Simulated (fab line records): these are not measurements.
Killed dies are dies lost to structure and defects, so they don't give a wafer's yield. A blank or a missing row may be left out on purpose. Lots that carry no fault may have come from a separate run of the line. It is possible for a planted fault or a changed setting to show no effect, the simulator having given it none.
Chamber matching | flow nand harc | NHARC_A_M0_STRIP_18 on rie diel-05 has 4 sister chambers
The step strips in N2/H2. 20 wafers are shown with their chamber, then 10 later ones without.

## WAFERS PAIRED WITH THEIR CHAMBERS
wafer  | chamber | showerhead plenum p Torr (Torr) | drypump motor current A (A) | oes product au (a.u.)
L078.1 | 3       | 2.02                            | 6.1                         | 1.012
L078.4 | 2       | 2.16                            | 5.0                         | 0.997
L078.5 | 0       | 2.10                            | 5.0                         | 1.003
L080.3 | 2       | 2.16                            | 5.0                         | 0.992
L080.5 | 2       | 2.16                            | 5.0                         | 0.996
L080.6 | 1       | 1.93                            | 5.8                         | 0.990
L079.2 | 2       | 2.16                            | 5.0                         | 0.998
L079.5 | 1       | 1.93                            | 5.8                         | 0.987
L079.6 | 0       | 2.10                            | 5.1                         | 0.990
L084.1 | 3       | 2.02                            | 6.0                         | 1.027
L084.3 | 1       | 1.93                            | 5.8                         | 1.000
L084.5 | 0       | 2.10                            | 5.0                         | 1.014
L083.1 | 3       | 2.02                            | 6.1                         | 1.020
L083.5 | 2       | 2.16                            | 5.0                         | 1.000
L083.6 | 3       | 2.02                            | 6.1                         | 1.014
L085.2 | 2       | 2.16                            | 5.0                         | 1.002
L085.4 | 0       | 2.10                            | 5.0                         | 0.996
L085.6 | 1       | 1.93                            | 5.8                         | 0.983
L091.1 | 1       | 1.92                            | 5.8                         | 0.990
L091.4 | 2       | 2.16                            | 5.0                         | 1.009

SIGNATURES (averages over the wafers above)
reading                  | chamber 0 | chamber 1 | chamber 2 | chamber 3 | scatter within a chamber
showerhead plenum p Torr | 2.1000    | 1.9280    | 2.1600    | 2.0200    | 0.00224
drypump motor current A  | 5.025     | 5.800     | 5.000     | 6.075     | 0.0306
oes product au           | 1.00075   | 0.99000   | 0.99914   | 1.01825   | 0.00701
Rule: distance of a wafer from a chamber = root of the sum over the readings of ((wafer's reading minus chamber's mean) / reading's scatter) squared. If the next closest chamber is less than 2 further off than the closest, the wafer can't be placed; otherwise it belongs to the closest. How the scatter is found: for the shown wafers, subtract from each reading the mean of its chamber, square and add these, divide the total by (wafers less chambers), then take the root.

## WAFERS WITHOUT THEIR CHAMBER
wafer  | showerhead plenum p Torr (Torr) | drypump motor current A (A) | oes product au (a.u.)
L091.5 | 1.92                            | 5.8                         | 0.976
L093.2 | 2.10                            | 5.0                         | 1.000
L093.3 | 2.02                            | 6.0                         | 1.021
L093.6 | 2.02                            | 6.0                         | 1.019
L092.1 | 2.02                            | 6.1                         | 1.014
L092.2 | 1.92                            | 5.8                         | 0.976
L092.6 | 2.16                            | 4.9                         | 0.999
L096.3 | 2.02                            | 6.0                         | 1.010
L096.4 | 1.92                            | 5.8                         | 0.990
L096.5 | 2.16                            | 5.0                         | 0.983

## CHAMBER TAKEN BY EACH
wafer  | from the rows above | in truth
L091.5 | 1                   | 1
L093.2 | 0                   | 0
L093.3 | 3                   | 3
L093.6 | 3                   | 3
L092.1 | 3                   | 3
L092.2 | 1                   | 1
L092.6 | 2                   | 2
L096.3 | 3                   | 3
L096.4 | 1                   | 1
L096.5 | 2                   | 2
Correct placement for 10 of the 10. Can't be placed from these rows: 0. Number placed wrongly: 0.
